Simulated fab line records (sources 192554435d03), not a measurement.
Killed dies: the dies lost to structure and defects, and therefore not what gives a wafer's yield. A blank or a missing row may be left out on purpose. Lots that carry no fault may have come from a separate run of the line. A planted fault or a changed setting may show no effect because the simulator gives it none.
The tool behind it: which one? | flow n5-finfet | 9 lots with 27 wafers sampled at 7 steps, on a route of 1938 steps

## WHAT EACH GAUGE READ, for each wafer
N5_BEOL_M2_THK_MEAS_53: measures by xrf.
lot  | measured     | on            | M2_THK (nm)
L279 | day 8 00:13  | film-metro-02 | 37.6 38.4 39.3
L282 | day 8 08:55  | film-metro-01 | 40.7 39.8 40.8
L286 | day 9 01:08  | film-metro-01 | 39.7 40.7 40.4
L292 | day 10 22:08 | film-metro-02 | 39.9 39.4 39.5
L294 | day 11 06:41 | film-metro-01 | 39.5 39.3 39.7
L293 | day 11 12:49 | film-metro-01 | 40.1 38.7 39.5
L295 | day 11 16:00 | film-metro-02 | 39.4 39.3 38.7
L297 | day 11 18:35 | film-metro-01 | 41.3 42.0 41.5
L300 | day 12 09:52 | film-metro-01 | 39.8 41.2 41.5

N5_BEOL_M3_CD_MEAS_11 targets a cd of 17.05 nm.
lot  | measured     | on        | cd-nm (nm)
L279 | day 8 02:25  | cd-sem-02 | 17.13 16.84 17.15
L282 | day 8 11:23  | cd-sem-02 | 16.99 17.12 16.92
L286 | day 9 03:03  | cd-sem-01 | 16.97 16.79 17.33
L292 | day 11 01:05 | cd-sem-01 | 15.36 15.81 15.57
L294 | day 11 09:22 | cd-sem-02 | 16.17 15.98 16.09
L293 | day 11 13:41 | cd-sem-03 | 16.26 16.45 16.25
L295 | day 11 18:33 | cd-sem-03 | 17.28 17.40 17.05
L297 | day 11 21:44 | cd-sem-01 | 16.74 17.12 16.99
L300 | day 12 12:13 | cd-sem-03 | 17.04 17.06 17.26

N5_BEOL_M3_CD_MEAS_18: pitch 36 nm, target cd 18 nm.
lot  | measured     | on        | cd-nm (nm)
L279 | day 8 02:58  | cd-sem-01 | 18.23 17.98 17.81
L282 | day 8 12:06  | cd-sem-02 | 18.14 18.08 18.06
L286 | day 9 03:37  | cd-sem-03 | 17.96 17.77 17.78
L292 | day 11 01:38 | cd-sem-03 | 15.82 15.98 16.37
L294 | day 11 09:55 | cd-sem-03 | 17.07 17.12 16.95
L293 | day 11 14:14 | cd-sem-02 | 16.92 16.86 16.99
L295 | day 11 19:20 | cd-sem-02 | 18.50 18.36 18.58
L297 | day 11 22:22 | cd-sem-03 | 17.94 17.25 18.02
L300 | day 12 12:46 | cd-sem-02 | 17.77 17.98 17.37

N5_BEOL_M4_RC_MEAS_101.
lot  | measured     | on        | DIBL_N (mV/V)  | DIBL_P (mV/V)  | IOFF_N (nA/um)    | IOFF_P (nA/um)    | ION_N (uA/um) | ION_P (uA/um) | SS_N (mV/dec)  | SS_P (mV/dec)  | VT_N (mV)         | VT_P (mV)
L279 | day 9 03:01  | prober-01 | 36.7 38.6 35.3 | 36.4 38.9 34.2 | 0.153 0.196 0.126 | 0.202 0.240 0.182 | 689 686 673   | 467 472 462   | 71.5 71.4 70.3 | 73.5 74.0 72.3 | 251.2 245.2 252.9 | -252 -247 -250
L282 | day 9 09:43  | prober-01 | 35.7 37.4 36.9 | 35.7 38.1 38.1 | 0.134 0.174 0.166 | 0.195 0.230 0.226 | 666 678 674   | 460 464 465   | 70.8 72.0 71.2 | 73.8 73.9 73.9 | 251.8 247.8 247.5 | -251 -248 -248
L286 | day 10 10:56 | prober-02 | 36.0 35.8 35.5 | 36.8 36.5 35.6 | 0.169 0.161 0.147 | 0.232 0.217 0.207 | 680 669 668   | 460 464 462   | 71.8 71.2 70.6 | 73.4 73.5 73.5 | 247.9 250.9 250.3 | -249 -248 -249
L294 | day 12 04:54 | prober-02 | 35.3 35.0 35.6 | 35.3 34.6 35.6 | 0.163 0.152 0.161 | 0.191 0.175 0.190 | 676 676 665   | 464 460 454   | 70.1 71.7 72.0 | 73.3 72.3 72.9 | 248.6 249.7 249.3 | -249 -254 -252
L293 | day 12 10:07 | prober-01 | 34.4 36.2 33.6 | 33.8 36.0 32.9 | 0.133 0.156 0.116 | 0.180 0.211 0.162 | 673 694 671   | 461 473 467   | 71.4 70.9 70.4 | 72.3 72.5 72.2 | 251.9 249.5 251.5 | -251 -249 -252
L295 | day 12 13:46 | prober-01 | 35.9 35.9 35.1 | 34.7 34.7 34.3 | 0.143 0.135 0.128 | 0.183 0.176 0.175 | 681 662 663   | 462 454 456   | 71.0 71.6 71.0 | 73.4 72.7 73.2 | 251.3 252.8 253.3 | -252 -254 -253
L297 | day 13 05:35 | prober-01 | 35.5 34.6 34.8 | 35.9 34.2 34.8 | 0.154 0.140 0.146 | 0.236 0.209 0.215 | 683 671 678   | 470 460 466   | 71.2 71.5 71.4 | 73.3 73.4 73.5 | 249.0 249.2 249.4 | -248 -248 -249
L300 | day 13 16:02 | prober-02 | 35.6 36.6 36.2 | 34.9 36.5 35.5 | 0.128 0.145 0.137 | 0.158 0.184 0.164 | 664 664 670   | 450 461 460   | 71.2 71.8 70.7 | 72.5 72.6 73.4 | 251.8 250.5 250.4 | -256 -252 -254

## TOOL THAT RAN EACH LOT (tool first, then ch and the chambers of the sampled wafers, then the start)
lot  | N5_BEOL_M2_ANNEAL_51             | N5_BEOL_M2_DEP_57               | N5_BEOL_M3_EXPOSE_08
L279 | rtp-anneal-02 ch 0, day 7 23:38  | pecvd-04 ch 0,1, day 8 00:26    | euv-scanner-01 ch 0, day 8 02:17
L282 | rtp-anneal-02 ch 0, day 8 08:20  | pecvd-04 ch 1,2, day 8 09:07    | euv-scanner-02 ch 0, day 8 11:16
L286 | rtp-anneal-01 ch 0, day 9 00:38  | pecvd-04 ch 0,1,2, day 9 01:20  | euv-scanner-02 ch 0, day 9 02:56
L292 | rtp-anneal-02 ch 0, day 10 21:40 | pecvd-03 ch 0,1,2, day 10 22:21 | euv-scanner-02 ch 0, day 11 00:59
L294 | rtp-anneal-02 ch 0, day 11 06:07 | pecvd-04 ch 1,2, day 11 06:53   | euv-scanner-02 ch 0, day 11 09:15
L293 | rtp-anneal-02 ch 0, day 11 12:18 | pecvd-02 ch 0,1,2, day 11 13:00 | euv-scanner-02 ch 0, day 11 13:34
L295 | rtp-anneal-01 ch 0, day 11 15:25 | pecvd-02 ch 0,1,2, day 11 16:12 | euv-scanner-01 ch 0, day 11 18:25
L297 | rtp-anneal-01 ch 0, day 11 17:59 | pecvd-04 ch 0,1,2, day 11 18:46 | euv-scanner-01 ch 0, day 11 21:37
L300 | rtp-anneal-01 ch 0, day 12 09:13 | pecvd-03 ch 0,1,2, day 12 10:04 | euv-scanner-01 ch 0, day 12 12:06
- N5_BEOL_M2_ANNEAL_51: time 90 s.
- N5_BEOL_M2_DEP_57: deposits SiCN from 3MS/NH3, target thk 8 nm, time 14 s.
- N5_BEOL_M3_EXPOSE_08: exposes mask M3.

## WHAT THE TOOLS THEMSELVES READ (means of the sampled wafers that have a number; where no wafer has one, the mark that the record gives instead)
N5_BEOL_M2_ANNEAL_51.
lot  | tool          | wafer_temp_C_max
L279 | rtp-anneal-02 | 226.4
L282 | rtp-anneal-02 | 226.0
L286 | rtp-anneal-01 | 226.0
L292 | rtp-anneal-02 | 226.4
L294 | rtp-anneal-02 | 226.4
L293 | rtp-anneal-02 | 226.3
L295 | rtp-anneal-01 | 226.0
L297 | rtp-anneal-01 | 226.0
L300 | rtp-anneal-01 | 225.9

N5_BEOL_M2_DEP_57.
lot  | tool     | rf-fwd-power-W (W) | showerhead-plenum-p-Torr (Torr) | throttle-valve-pct (%)
L279 | pecvd-04 | 200.5              | 3.682                           | 9.6
L282 | pecvd-04 | 199.1              | 3.663                           | 9.0
L286 | pecvd-04 | 199.2              | 3.670                           | 9.4
L292 | pecvd-03 | 199.5              | 3.658                           | 8.9
L294 | pecvd-04 | 199.8              | 3.673                           | 9.0
L293 | pecvd-02 | 198.7              | 3.658                           | 9.0
L295 | pecvd-02 | 199.9              | 3.659                           | 9.1
L297 | pecvd-04 | 200.7              | 3.668                           | 9.2
L300 | pecvd-03 | 199.5              | 3.658                           | 9.0

N5_BEOL_M3_EXPOSE_08.
lot  | tool           | exposure-dose-mJ-cm2 | reticle-temp-C (C)
L279 | euv-scanner-01 | 32.92                | 22.96
L282 | euv-scanner-02 | 32.91                | 23.11
L286 | euv-scanner-02 | 32.90                | 22.98
L292 | euv-scanner-02 | 30.71                | 22.97
L294 | euv-scanner-02 | 31.11                | 22.91
L293 | euv-scanner-02 | 31.46                | 23.02
L295 | euv-scanner-01 | 32.91                | 23.00
L297 | euv-scanner-01 | 32.92                | 23.07
L300 | euv-scanner-01 | 32.94                | 22.95

## THE ANSWER, worked out from the rows above alone
Rule: what is usual is taken from the lots themselves. The widest of any qualifying gaps counts: lots, ordered by their means at a reading, are off when they make up no more than a third of the lots, leave a main group of 4 or more, and stand apart from it by 3 or more times the standard deviation of that group's means. A main group is skipped when, at the precision printed for the reading in the tables above, its means are all equal. Also off: a lot with no number at a reading for which 4 or more lots have one. Any other lot the step has rows for is counted as sound. After the gauges, taken in route order, come the tools' own readings; for these a lot's mean is taken, as printed above. The first step at which some lot is off is used, and at that step the reading that is off furthest; a lot without a number counts as furthest.
Off, at N5_BEOL_M3_CD_MEAS_11 on cd-nm: L292, L294, L293. Mean 17.07 nm and standard deviation 0.094 in the main group.
A tool fits if, at a process step before that reading, it ran every lot that is off, and no sound lot after the first of them. The gauges at N5_BEOL_M3_CD_MEAS_11 aren't tried: what is off there is off at N5_BEOL_M3_EXPOSE_08 too, on other tools, and a gauge's error can't cause that. 2 tools fit, rtp-anneal-02 at N5_BEOL_M2_ANNEAL_51 and euv-scanner-02 at N5_BEOL_M3_EXPOSE_08, so this cannot tell which one it is.

## WHAT THE SIMULATOR HAD INSERTED
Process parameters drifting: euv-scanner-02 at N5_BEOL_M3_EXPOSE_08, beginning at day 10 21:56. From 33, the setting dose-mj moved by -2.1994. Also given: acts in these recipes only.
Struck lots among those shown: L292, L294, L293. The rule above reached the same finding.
